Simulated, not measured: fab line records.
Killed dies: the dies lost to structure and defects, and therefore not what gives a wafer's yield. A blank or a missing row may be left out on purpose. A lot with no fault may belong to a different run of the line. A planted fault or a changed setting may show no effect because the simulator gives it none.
Comparing a struck lot with a sound one	flow n5Finfet	14 steps out of a route of 1938
Sound: these wafers, L284.1, L284.2, L284.3. Wafers L292.2, L292.3, L292.4 were the ones struck. The cause is named last.
For every step that has rows: the tool of each side, followed by ch and its chambers, followed by its first start. Under that, the readings that differ: sound wafers	struck wafers	difference of the means	sigmas: that difference in standard deviations of wafers without a fault.
alike: readings whose means differ by less than 2 such deviations, and words and numbers that are the same on both sides. not compared: withheld readings, readings that some wafer has no value for, bounds like >300 that may hide the same value, and numbers for which the record gives no deviation and whose values overlap.
A row with sigmas, a row that says differs or no value, or rows on one side alone: a step with any of these is where the two part. When numbers do not overlap yet have no deviation, they are printed without sigmas and do not part them. A reading missing from all wafers of one side parts the sides only when that side holds two or more wafers.

N5_BEOL_M11_ETCH_61: etches SiARC in CF4, target depth 39 nm, time 65 s.
  sound on rieDiel-04 ch 0,2,3, day 12 04:17; struck on rieDiel-04 ch 0,1,3, day 14 03:11
  alike: cf4FlowSccm, drypumpMotorCurrentA, etchRfOnTimeS, oesProductAu, rfVppV, showerheadPlenumPTorr, throttleValvePct
  not compared: rfHoursCounterH
N5_BEOL_M11_ETCH_62: etches SOC in N2/H2, target depth 110 nm, overetch 22 nm, time 165 s.
  sound on rieDiel-04 ch 0,2,3, day 12 04:20; struck on rieDiel-04 ch 0,1,3, day 14 03:14
  alike: drypumpMotorCurrentA, oesProductAu, rfVppV, showerheadPlenumPTorr, throttleValvePct
  not compared: rfHoursCounterH
then, 1 step without rows for these wafers: N5_BEOL_M11_STRIP_68 (strips in N2/H2).
N5_BEOL_M11_STRIP_67: strips in CF4.
  sound on rieDiel-04 ch 0,2,3, day 12 04:29; struck on rieDiel-04 ch 0,1,3, day 14 03:23
  alike: cf4FlowSccm, drypumpMotorCurrentA, oesProductAu, rfVppV, showerheadPlenumPTorr, throttleValvePct
  not compared: rfHoursCounterH
N5_BEOL_M11_HM_OPEN_17: chemistry Cl2/BCl3, target TiN, target depth 20 nm, overetch 6 nm.
  sound on rieMetal-03 ch 0,1, day 12 04:31; struck on rieMetal-02 ch 0,1, day 14 03:26
reading	sound	struck	difference	sigmas
drypumpMotorCurrentA (A)	6.06 6.01 6.02	5.64 5.46 5.63	-0.45	-2
  alike: oesProductAu, throttleValvePct
  not compared: rfHoursCounterH
N5_BEOL_M11_STRIP_19: strips in O2.
  sound on rieDiel-04 ch 0,2,3, day 12 04:38; struck on rieDiel-05 ch 0,2,3, day 14 03:36
  alike: drypumpMotorCurrentA, oesProductAu, rfVppV, showerheadPlenumPTorr, throttleValvePct
  not compared: rfHoursCounterH
N5_BEOL_M11_CD_MEAS_18: pitch 140 nm, target cd 70 nm.
  struck on cdSem-01, day 14 03:40; sound on cdSem-03, day 12 04:42
  alike: cdNm
then, 5 steps without rows for these wafers: N5_BEOL_M11_COAT_63 (time 60 s, resist thk 100 nm); N5_BEOL_M11_COAT_64 (time 60 s, resist thk 30 nm); N5_BEOL_M11_COAT_22 (resist thk 90 nm); N5_BEOL_M11_EBR_24; N5_BEOL_M11_SOFTBAKE_23 (time 60 s).
N5_BEOL_M11_EXPOSE_25: exposes mask V10.
  sound on arfiScanner-03 ch 0, day 12 07:37; struck on arfiScanner-01, day 14 06:53
  no value came back on the struck wafers for exposureDoseMJCm2, focusOffsetNm (nm); on the sound wafers exposureDoseMJCm2 reads 85.56 85.54 85.47
  alike: mask
then, 1 step without rows for these wafers: N5_BEOL_M11_PEB_26 (peb time 60 s).

== WHERE THEY PART ==
Earliest at N5_BEOL_M11_HM_OPEN_17; latest, in this record, at N5_BEOL_M11_EXPOSE_25.

WHY: what had been put in by the simulator
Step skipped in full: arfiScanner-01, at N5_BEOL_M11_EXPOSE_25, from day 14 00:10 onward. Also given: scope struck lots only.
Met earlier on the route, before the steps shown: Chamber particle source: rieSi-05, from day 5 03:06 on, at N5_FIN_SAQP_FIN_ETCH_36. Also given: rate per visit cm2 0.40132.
